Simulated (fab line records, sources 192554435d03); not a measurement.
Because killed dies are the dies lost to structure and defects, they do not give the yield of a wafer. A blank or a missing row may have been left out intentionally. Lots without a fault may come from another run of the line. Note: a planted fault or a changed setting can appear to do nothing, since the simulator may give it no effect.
Chamber matching + flow n5Finfet + rieDiel-03 running N5_BEOL_M15_ETCH_57: 4 sister chambers
The step etches SOC in N2/H2, time 750 s. 4 wafers are shown with their chamber, then 8 later ones without.

WAFERS PAIRED WITH THEIR CHAMBERS
| wafer  | chamber | throttleValvePct (%) |
|--------|---------|----------------------|
| L075.2 | 3       | 17.7                 |
| L089.3 | 2       | 17.6                 |
| L089.6 | 1       | 18.3                 |
| L093.1 | 0       | 17.3                 |

WAFERS MISSING THEIR CHAMBER
| wafer  | throttleValvePct (%) |
|--------|----------------------|
| L093.3 | 17.6                 |
| L093.4 | 17.7                 |
| L094.1 | 18.3                 |
| L094.5 | 17.8                 |
| L094.6 | 17.3                 |
| L095.2 | 17.3                 |
| L095.5 | 18.3                 |
| L095.6 | 17.3                 |

WHICH CHAMBER EACH WENT THROUGH
| wafer  | from the rows above | in truth |
|--------|---------------------|----------|
| L093.3 | 2                   | 2        |
| L093.4 | 3                   | 3        |
| L094.1 | 1                   | 1        |
| L094.5 | 3                   | 3        |
| L094.6 | 0                   | 0        |
| L095.2 | 0                   | 0        |
| L095.5 | 1                   | 1        |
| L095.6 | 0                   | 0        |
Correct placement for 8 of the 8. From these rows, 0 cannot be placed. Placed wrongly: 0.
How it was worked out, from the rows above alone: a wafer's distance from a chamber is the root of the sum, over the readings, of the square of ((its reading less the chamber's mean) divided by the reading's scatter). If the next closest chamber is less than 2 further off than the closest, the wafer can't be placed; otherwise it belongs to the closest. Each chamber's mean is taken over the wafers shown for it. The scatter (one wafer shown for each chamber): square how far every hidden wafer sits from the nearest shown wafer, average those squares and take the square root.
